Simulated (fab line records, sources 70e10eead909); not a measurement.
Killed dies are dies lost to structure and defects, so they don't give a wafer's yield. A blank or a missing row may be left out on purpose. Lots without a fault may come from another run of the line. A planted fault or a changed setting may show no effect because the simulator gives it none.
Chamber matching | flow nand_harc | NHARC_A_STAIRCASE_TRIM_12 on rie_diel-12: 4 sister chambers
The step chemistry O2, time 211.2 s. 18 wafers are shown with their chamber, then 9 later ones without.

WAFERS WITH THEIR CHAMBER
wafer  | chamber | showerhead_plenum_p_Torr (Torr) | throttle_valve_pct (%) | oes_product_au (a.u.)
L074.2 | 0       | 3.31                            | 17.033                 | 0.999
L074.3 | 2       | 3.51                            | 17.044                 | 1.022
L074.6 | 3       | 3.57                            | 17.038                 | 0.998
L075.1 | 0       | 3.31                            | 17.028                 | 0.999
L075.4 | 1       | 3.54                            | 17.041                 | 1.007
L075.6 | 2       | 3.51                            | 17.031                 | 1.002
L077.1 | 0       | 3.31                            | 17.032                 | 1.003
L077.5 | 0       | 3.31                            | 17.034                 | 0.987
L077.6 | 1       | 3.54                            | 17.034                 | 1.011
L080.1 | 3       | 3.56                            | 17.033                 | 1.011
L080.2 | 2       | 3.50                            | 17.025                 | 1.005
L080.6 | 0       | 3.30                            | 17.026                 | 0.998
L083.1 | 2       | 3.50                            | 17.043                 | 1.009
L083.4 | 0       | 3.30                            | 17.038                 | 0.997
L083.6 | 1       | 3.53                            | 17.045                 | 0.996
L081.1 | 1       | 3.53                            | 17.049                 | 1.008
L081.2 | 0       | 3.30                            | 17.030                 | 1.006
L081.3 | 2       | 3.50                            | 17.051                 | 1.018

SIGNATURES (means of the wafers above)
reading                  | chamber 0 | chamber 1 | chamber 2 | chamber 3 | scatter within a chamber
showerhead_plenum_p_Torr | 3.3057    | 3.5350    | 3.5040    | 3.5650    | 0.00562
throttle_valve_pct       | 17.03157  | 17.04225  | 17.03880  | 17.03550  | 0.00695
oes_product_au           | 0.99843   | 1.00550   | 1.01120   | 1.00450   | 0.00715
Rule: a wafer's distance from a chamber is the root of the sum, over the readings, of the square of ((its reading less the chamber's mean) divided by the reading's scatter). The wafer belongs to the nearest chamber; if the next one is less than 2 further off, it can't be placed. The scatter: the root of (the sum of the squares of (reading less its chamber's mean) over the shown wafers, divided by (wafers less chambers)).

WAFERS WITHOUT THEIR CHAMBER
wafer  | showerhead_plenum_p_Torr (Torr) | throttle_valve_pct (%) | oes_product_au (a.u.)
L081.4 | 3.56                            | 17.042                 | 1.007
L081.5 | 3.50                            | 17.039                 | 1.022
L081.6 | 3.56                            | 17.054                 | 1.002
L084.1 | 3.50                            | 17.041                 | 1.002
L084.2 | 3.30                            | 17.031                 | 0.983
L084.6 | 3.50                            | 17.031                 | 1.000
L089.1 | 3.54                            | 17.042                 | 0.998
L089.2 | 3.49                            | 17.038                 | 1.006
L089.4 | 3.55                            | 17.046                 | 0.988

WHICH CHAMBER EACH WENT THROUGH
wafer  | from the rows above     | in truth
L081.4 | 3                       | 3
L081.5 | 2                       | 2
L081.6 | can't be placed: 3 or 1 | 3
L084.1 | 2                       | 2
L084.2 | 0                       | 0
L084.6 | 2                       | 2
L089.1 | 1                       | 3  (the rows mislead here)
L089.2 | 2                       | 2
L089.4 | can't be placed: 1 or 3 | 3
Placed correctly: 6 of 9. Can't be placed from these rows: 2 (the true chamber is among the candidates in 2). Placed wrongly: 1.
